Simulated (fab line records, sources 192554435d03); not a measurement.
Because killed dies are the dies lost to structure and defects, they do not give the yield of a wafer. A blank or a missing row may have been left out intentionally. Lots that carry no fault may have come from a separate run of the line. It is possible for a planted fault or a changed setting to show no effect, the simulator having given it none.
Split-lot trial -- flow n5 finfet -- 21 wafers read from 7 lots, route of 1938 steps

## SPLIT DETAILS
At N5_BEOL_M6_DESCUM_33 (chemistry O2, time 7 s), the setting time s was moved away from the recipe's 7 s on 7 of the 21 wafers read, by -16.8% to +11.9%. The other wafers ran this setting at the recipe's value.

Reading taken at the split's own step.

## THE READING
CAR-EUV_of_BEOL_M6_COAT_22.thk nm (the simulator's own value, which no gauge read), in nm, at N5_BEOL_M6_DESCUM_33 (chemistry O2, time 7 s). No usual value for it is given in the file. Average 26.2 nm, standard deviation 0.082 nm, over the 14 wafers here run with the recipe.

wafer,"tool, chamber at the split","time s as run, s",against the recipe,"CAR-EUV_of_BEOL_M6_COAT_22.thk nm, nm",against lot-mates on the recipe
L077.3,"rie diel-05, 2",6.031,-13.8%,26.6,+0.6
L077.5,"rie diel-05, 2,3",7,recipe,26,-
L077.6,"rie diel-05, 2,3",7,recipe,26,-
L079.4,"rie diel-02, 2",7,recipe,26,-
L079.5,"rie diel-02, 1,0",7,recipe,26.2,-
L079.6,"rie diel-02, 1,0",7,recipe,26.2,-
L080.4,"rie diel-06, 2",5.827,-16.8%,26.6,+0.4
L080.5,"rie diel-06, 1",5.827,-16.8%,26.8,+0.6
L080.6,"rie diel-06, 0",7,recipe,26.2,-
L084.2,"rie diel-06, 2",7,recipe,26.2,-
L084.6,"rie diel-06, 2",7,recipe,26.2,-
L084.3,"rie diel-06, 0",7.834,+11.9%,25.8,-0.4
L087.1,"rie diel-06, 0",7.76,+10.9%,25.8,-0.4
L087.3,"rie diel-06, 3,2",7,recipe,26.2,-
L087.6,"rie diel-06, 3,2",7,recipe,26.2,-
L085.2,"rie diel-05, 3,0,0",7,recipe,26.2,-
L085.3,"rie diel-05, 3,0,0",7,recipe,26.2,-
L085.5,"rie diel-05, 3,0,0",7,recipe,26.2,-
L097.1,"rie diel-06, 3",6.161,-12.0%,26.6,+0.4
L097.3,"rie diel-06, 1",6.161,-12.0%,26.4,+0.2
L097.5,"rie diel-06, 3",7,recipe,26.2,-
Rows listing several chambers each stand for several wafers; the file does not say which wafer went through which chamber.

FIT RESULTS
A straight line over all 21 wafers: CAR-EUV_of_BEOL_M6_COAT_22.thk nm changes by -0.0313 nm for each +1% of time s; r = -0.95; the points scatter about the line by 0.085 nm.
The same after taking each lot's own level away (the mean of its wafers on the recipe; 21 wafers): -0.0321 nm for each +1%; r = -0.96; scatter 0.076 nm.
On that fit, the largest move of time s shifts the reading by 0.54 nm.
The lots' own levels span 26.00 to 26.20 nm, that is 2.4 times the standard deviation above.
Hence the lot-to-lot level has little effect on the slope; both slopes agree.
Check: +0.568 nm against its lot-mates is what the line predicts for one of the wafers moved furthest among these (-16.8%) when that wafer is left out of the fit. It came out at +0.4 nm against them.

## FURTHER SPLITS ON THESE WAFERS
Other splits were also applied to these wafers ahead of the reading. Each is held against what the fit with the lots' levels taken away leaves over:
other split on the same wafers,wafers away from the commonest value,r with CAR-EUV_of_BEOL_M6_COAT_22.thk nm (lot level and that fit taken away)
N5_BEOL_M4_COAT_67 spin rpm,9,+0.28
N5_BEOL_M4_VIA_ETCH_34 source w,10,+0.08
N5_BEOL_M4_TRENCH_ETCH_37 bias w,7,-0.05
N5_BEOL_M5_COAT_22 spin rpm,8,+0.09
N5_BEOL_M5_EXPOSE_25 dose mj,5,+0.11

## THE FILE'S OWN FIT
CAR-EUV_of_BEOL_M6_COAT_22.thk nm changes by -0.0336 nm for each +1% of time s, r = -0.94.
